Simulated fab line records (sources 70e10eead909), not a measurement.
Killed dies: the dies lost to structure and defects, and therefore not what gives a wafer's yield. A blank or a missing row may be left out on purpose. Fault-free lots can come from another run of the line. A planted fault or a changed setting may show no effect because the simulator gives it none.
Code-filled problem report in 8D (eight disciplines) form -- flow nand harc -- the parts of the form that need people (team, actions taken, sign-off) are left out

1. WHAT IS WRONG
Mean of run length s at NHARC_A_CHANNEL_FILL_D2_ETCHBACK_08: 195.4 s across 4 wafers in 3 lots; on wafers with no fault it is 131.1 s (standard deviation 0.45). That is +99 or more standard deviations from the usual mean.
The step: etches the open film in C4F8, target depth 220 nm, time 110 s.
First observed at day 19 11:35: wafer L960.4, on rie diel-05. The record holds 34 wafers of 12 lots with a number at this step. By rule, "out" or "out of limits" means more than 4 standard deviations away from the usual mean. All remaining wafers that have a number are taken as sound.

2. WHAT THIS IS AND IS NOT
question,is,is not
which readings at this step,run length s,"oes product au, rf vpp V"
which lots,"L960, L963, L964","L951, L953, L954, L967, L970, L971, L972, L973, L974"
which wafers of those lots,"L960.4, L963.4, L963.6, L964.6","L960.3, L964.1, L964.2"
read on which tools,rie diel-05,"rie diel-02, rie diel-06"
when,from day 19 11:35,"up to then (10 sound wafers); but 20 sound wafers of L964, L967, L970, L971, L972, L973, L974 came after"

3. WHAT RULES OUT EACH SUSPECT
Counting: a tool at a process step up to the reading stays a suspect if it ran every lot that is out. Sound lots after the first of them don't rule it out here, since some wafers of a struck lot are sound.
- ald sin batch-02 at NHARC_A_CHANNEL_FILL_D2_ALD_03 (deposits SiNx, target thk 6 nm, pulse time 60 s, ald cycles 58): kept. Ran every lot that is out, first one L960 (day 19 11:35); last sound lot up to then L954 (day 16 17:57). With no start given for some of its lots, NHARC_A_CHANNEL_FILL_D2_ALD_03 uses the hours and lot order of NHARC_A_CHANNEL_FILL_D2_ETCHBACK_08.
- rie diel-05 at NHARC_A_CHANNEL_FILL_D2_ETCHBACK_08 (etches the open film in C4F8, target depth 220 nm, time 110 s): kept. Ran every lot that is out, first one L960 (day 19 11:35); last sound lot up to then L953 (day 15 17:39). Its own readings are out on those wafers: run length s.
After counting, ald sin batch-02 at NHARC_A_CHANNEL_FILL_D2_ALD_03 and rie diel-05 at NHARC_A_CHANNEL_FILL_D2_ETCHBACK_08 remain.

4. THE CAUSE (what the simulator had put in)
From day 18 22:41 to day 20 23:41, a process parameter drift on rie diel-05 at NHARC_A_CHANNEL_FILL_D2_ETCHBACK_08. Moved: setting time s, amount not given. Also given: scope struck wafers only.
After counting, 2 suspects remain, this tool included.

5. THE EFFECT CHAIN, in route order
One row per reading whose mean, taken over the struck wafers that have a number, lies over 3 standard deviations from the usual. Only readings for which the record gives a usual standard deviation are gone through. hours: the time from each lot's start at the first step in this table that gives one to its start at this step, as a median over the lots. sigmas: the change in usual standard deviations.
hours,step,reading,usual,on struck wafers,change,sigmas
0,NHARC_A_CHANNEL_FILL_D2_ETCHBACK_08,run length s,131.1 s,195.4,+64.3,+99 or more
Here are the process steps it includes:
- NHARC_A_CHANNEL_FILL_D2_ETCHBACK_08: etches the open film in C4F8, target depth 220 nm, time 110 s.
Later measuring or inspecting steps at which every struck wafer that the step has a row for has a number for every such reading, and none has moved that far: NHARC_END_SORT_01.

6. HOW IT WOULD HAVE BEEN CAUGHT EARLIER
First out-of-limits reading in this record: day 19 11:35, which is 13 hours after fault onset at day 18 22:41.
